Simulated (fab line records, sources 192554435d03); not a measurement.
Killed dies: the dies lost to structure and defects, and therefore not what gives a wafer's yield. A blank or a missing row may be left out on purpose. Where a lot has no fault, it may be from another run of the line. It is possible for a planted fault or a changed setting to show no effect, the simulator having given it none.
2 desks looking at one fault || flow n5Finfet || every desk sees just its own numbers, and what lay behind them comes last

## AT THE TOOL OWNER'S DESK: pecvd-04
The tool's own readings at N5_FIN_SAQP_HM_DEP_03 (deposits SiNx from SiH4/NH3/N2, target thk 38 nm, time 33.6 s): means of the sampled wafers that have a number, for each lot that ran on this tool. Marked OUT: a lot whose mean sits more than 4 standard deviations from the usual mean, which makes it out of limits; the brackets give that distance.
Columns: A = chamberPressureTorr at N5_FIN_SAQP_HM_DEP_03, usual 1.501 Torr; B = heaterPowerW at N5_FIN_SAQP_HM_DEP_03, usual 775 W; C = showerheadPlenumPTorr at N5_FIN_SAQP_HM_DEP_03, usual 5.19 Torr; D = throttleValvePct at N5_FIN_SAQP_HM_DEP_03, usual 38.6 %
{"lot": "L151", "first seen here": "day 2 21:40", "A": 1.500, "B": 742, "C": 5.19, "D": 40.4}
{"lot": "L153", "first seen here": "day 3 09:43", "A": 1.499, "B": 815, "C": 5.21, "D": 37.5}
{"lot": "L161", "first seen here": "day 5 08:37", "A": 1.503, "B": 770, "C": 5.19, "D": 38.6}
This desk found nothing out of limits on any of the 3 lots.

## METROLOGY DESK
Lot by lot, what the gauges showed, no matter which tool ran the lot: averages of those sampled wafers that carry a number. Marked OUT: a lot whose mean sits more than 4 standard deviations from the usual mean, which makes it out of limits; the brackets give that distance. Shown are 7 of the 12 readings it has, namely the first that went out of limits plus those furthest out on some lot.
Columns: A = thkNm at N5_FIN_SAQP_THK_MEAS_05, usual 38.0 nm; B = DIBL_N at N5_BEOL_M4_RC_MEAS_101, usual 36.3 mV/V; C = DIBL_P at N5_BEOL_M4_RC_MEAS_101, usual 36.2 mV/V; D = ION_P at N5_BEOL_M4_RC_MEAS_101, usual 463 uA/um; E = SS_N at N5_BEOL_M4_RC_MEAS_101, usual 71.4 mV/dec; F = SS_P at N5_BEOL_M4_RC_MEAS_101, usual 73.3 mV/dec; G = VT_P at N5_BEOL_M4_RC_MEAS_101, usual -250.1 mV
{"lot": "L148", "first seen here": "day 2 03:59", "A": 37.7, "B": 38.5, "C": 37.8, "D": 467, "E": 72.1, "F": 73.6, "G": -247.3}
{"lot": "L151", "first seen here": "day 2 21:44", "A": 38.3, "B": 36.7, "C": 37.6, "D": 463, "E": 71.1, "F": 72.6, "G": -252.1}
{"lot": "L153", "first seen here": "day 3 09:48", "A": 38.4, "B": 38.2, "C": 36.7, "D": 466, "E": 71.6, "F": 73.4, "G": -250.3}
{"lot": "L161", "first seen here": "day 5 08:42", "A": "46.3 (+19) OUT", "B": 35.4, "C": 34.4, "D": 465, "E": 71.4, "F": 73.5, "G": -248.0}
{"lot": "L163", "first seen here": "day 5 22:14", "A": 38.1, "B": 37.2, "C": 36.6, "D": 460, "E": 71.5, "F": 73.5, "G": -249.6}
{"lot": "L169", "first seen here": "day 7 09:16", "A": 37.8, "B": 36.7, "C": 37.2, "D": 469, "E": 71.9, "F": 73.9, "G": -248.5}
{"lot": "L170", "first seen here": "day 7 14:29", "A": 38.5, "B": 36.3, "C": 36.0, "D": 459, "E": 71.4, "F": 73.8, "G": -250.1}
This desk finds L161 out of limits, L161 being first, at day 5 08:42 (thkNm at N5_FIN_SAQP_THK_MEAS_05). L148, L151, L153, L163, L169, L170: within limits.

## BROUGHT TOGETHER
An alarm was possible from the metrology desk at day 5 08:42, on L161.
The tool owner's desk saw nothing out of limits.
The tool owner's desk has L161 on record, within its limits.
Of the lots named, all ran N5_FIN_SAQP_HM_DEP_03 on pecvd-04.

## WHAT THE SIMULATOR PUT IN
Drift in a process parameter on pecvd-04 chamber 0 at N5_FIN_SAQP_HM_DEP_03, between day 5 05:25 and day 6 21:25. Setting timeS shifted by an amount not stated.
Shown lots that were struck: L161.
Per desk, hours elapsed from the start of the fault to the first reading out of limits: for the metrology desk, 3.
